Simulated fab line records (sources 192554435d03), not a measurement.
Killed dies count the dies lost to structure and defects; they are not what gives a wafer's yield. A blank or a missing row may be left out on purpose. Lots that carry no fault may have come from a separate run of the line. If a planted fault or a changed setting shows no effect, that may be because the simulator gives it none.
2 desks looking at one fault | flow n5Finfet | what lay behind the numbers comes last; until then each desk has only its own

== TOOL OWNER'S DESK, lithoTrack-05 ==
The tool's own readings at N5_SD_EPI_N_PEB_07 (peb time 60 s): means of the sampled wafers that have a number, for each lot that ran on this tool. Any lot whose mean is over 4 standard deviations away from the usual mean is out of limits and marked OUT; that distance is given in the brackets.
Columns: A = chillPlateTempC at N5_SD_EPI_N_PEB_07, usual 23.00 C; B = heaterPowerTotalW at N5_SD_EPI_N_PEB_07, usual 175.4 W
lot  | first seen here | A     | B
L447 | day 3 12:35     | 23.04 | 175.4
L450 | day 4 09:02     | 22.98 | 174.8
L452 | day 4 21:21     | 22.94 | 175.9
L465 | day 8 03:11     | 22.89 | 184.8 (+5.9) OUT
L466 | day 8 07:10     | 23.02 | 181.6
L467 | day 8 14:57     | 22.96 | 182.1 (+4.2) OUT
This desk finds L465, L467 out of limits, L465 being first, at day 8 03:11 (heaterPowerTotalW at N5_SD_EPI_N_PEB_07). Within limits: L447, L450, L452, L466.

== THE METROLOGY DESK ==
Means of the sampled wafers that have a number, per lot and without regard to the tool the lot ran on: this is what the gauges read. Any lot whose mean is over 4 standard deviations away from the usual mean is out of limits and marked OUT; that distance is given in the brackets. Only the readings that lie furthest out on some lot appear, 7 of the 11 it has.
Columns: A = cdNm at N5_SD_EPI_N_CD_MEAS_09, usual 120.2 nm; B = IOFF_N at N5_BEOL_M4_RC_MEAS_101, usual 0.148 nA/um; C = IOFF_P at N5_BEOL_M4_RC_MEAS_101, usual 0.20 nA/um; D = ION_P at N5_BEOL_M4_RC_MEAS_101, usual 462 uA/um; E = SS_N at N5_BEOL_M4_RC_MEAS_101, usual 71.2 mV/dec; F = SS_P at N5_BEOL_M4_RC_MEAS_101, usual 73.1 mV/dec; G = VT_P at N5_BEOL_M4_RC_MEAS_101, usual -251 mV
lot  | first seen here | A     | B     | C    | D   | E    | F    | G
L445 | day 3 00:16     | 121.5 | 0.138 | 0.16 | 454 | 71.1 | 72.8 | -257
L446 | day 3 11:19     | 121.1 | 0.151 | 0.21 | 459 | 71.1 | 73.3 | -248
L447 | day 3 12:40     | 120.2 | 0.158 | 0.21 | 468 | 71.8 | 73.0 | -248
L450 | day 4 09:07     | 120.0 | 0.159 | 0.20 | 463 | 71.7 | 73.6 | -252
L452 | day 4 21:25     | 119.3 | 0.181 | 0.25 | 475 | 71.7 | 73.1 | -244
L453 | day 5 00:43     | 121.0 | 0.139 | 0.21 | 465 | 71.2 | 73.0 | -248
L454 | day 5 07:05     | 120.2 | 0.131 | 0.20 | 464 | 70.7 | 72.9 | -248
L455 | day 5 16:11     | 120.2 | 0.133 | 0.17 | 453 | 70.8 | 73.0 | -254
L456 | day 5 21:13     | 119.8 | 0.144 | 0.18 | 461 | 71.3 | 72.4 | -251
L457 | day 6 02:55     | 120.1 | 0.152 | 0.20 | 463 | 71.2 | 73.1 | -250
L458 | day 6 08:59     | 120.3 | 0.199 | 0.28 | 465 | 72.7 | 73.8 | -244
L459 | day 6 13:19     | 119.5 | 0.139 | 0.21 | 467 | 70.7 | 72.6 | -250
L465 | day 8 03:16     | 117.6 | 0.174 | 0.18 | 452 | 71.9 | 73.6 | -253
L466 | day 8 07:14     | 118.3 | 0.161 | 0.22 | 458 | 71.5 | 73.6 | -249
L467 | day 8 15:01     | 117.6 | 0.168 | 0.21 | 471 | 71.3 | 72.2 | -248
Result from this desk: across the 15 lots, nothing is out of limits.

== PUT TOGETHER ==
At day 8 03:11, on L465, L467, the tool owner's desk was in a position to raise an alarm.
From the metrology desk's view, nothing was out of limits.
The metrology desk has L465, L467 on record, within its limits.
Of the lots named, all ran N5_SD_EPI_N_PEB_07 on lithoTrack-05.

== WHAT HAD BEEN PUT IN BY THE SIMULATOR ==
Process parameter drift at N5_SD_EPI_N_PEB_07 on lithoTrack-05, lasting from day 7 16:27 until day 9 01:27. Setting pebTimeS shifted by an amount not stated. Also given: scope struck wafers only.
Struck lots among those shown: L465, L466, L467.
Time in hours from fault onset to the first out-of-limits reading at each desk: the tool owner's desk, 11.
